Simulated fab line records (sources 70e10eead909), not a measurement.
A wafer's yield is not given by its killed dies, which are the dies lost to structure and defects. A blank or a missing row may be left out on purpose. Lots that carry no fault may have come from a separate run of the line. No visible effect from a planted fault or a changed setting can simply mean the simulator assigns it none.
Chamber matching :: flow nand harc :: NHARC_A_SLIT_DESCUM_14 on rie diel-04: 4 sister chambers
The step chemistry O2, time 3 s. 4 wafers are shown with their chamber, then 9 later ones without.

## WAFERS PAIRED WITH THEIR CHAMBERS
wafer: L079.6
chamber: 2
drypump motor current A (A): 5.4

wafer: L089.3
chamber: 3
drypump motor current A (A): 5.5

wafer: L089.5
chamber: 1
drypump motor current A (A): 5.8

wafer: L089.6
chamber: 0
drypump motor current A (A): 5.8

## WAFERS WITH NO CHAMBER GIVEN
wafer: L090.1
drypump motor current A (A): 5.5

wafer: L090.3
drypump motor current A (A): 5.8

wafer: L090.5
drypump motor current A (A): 5.8

wafer: L093.1
drypump motor current A (A): 5.8

wafer: L093.5
drypump motor current A (A): 5.8

wafer: L093.6
drypump motor current A (A): 5.8

wafer: L097.1
drypump motor current A (A): 5.8

wafer: L097.2
drypump motor current A (A): 5.5

wafer: L097.4
drypump motor current A (A): 5.9

## EACH ONE'S CHAMBER
wafer: L090.1
from the rows above: 3
in truth: 3

wafer: L090.3
from the rows above: can't be placed: 0 or 1
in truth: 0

wafer: L090.5
from the rows above: can't be placed: 0 or 1
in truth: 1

wafer: L093.1
from the rows above: can't be placed: 0 or 1
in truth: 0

wafer: L093.5
from the rows above: can't be placed: 0 or 1
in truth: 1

wafer: L093.6
from the rows above: can't be placed: 0 or 1
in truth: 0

wafer: L097.1
from the rows above: can't be placed: 0 or 1
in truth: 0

wafer: L097.2
from the rows above: 3
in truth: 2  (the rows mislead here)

wafer: L097.4
from the rows above: can't be placed: 0 or 1
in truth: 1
Placed correctly: 1 of 9. Cannot be placed on the basis of these rows: 7; the candidates contain the true chamber in 7. Placed wrongly: 1.
How it was worked out, from the rows above alone: a wafer's distance from a chamber is the root of the sum, over the readings, of the square of ((its reading less the chamber's mean) divided by the reading's scatter). The wafer belongs to the nearest chamber; if the next one is less than 2 further off, it can't be placed. Each chamber's mean is taken over the wafers shown for it. The scatter: with one shown wafer a chamber, the root of the mean of the squares of how far each hidden wafer lies from its nearest shown one.
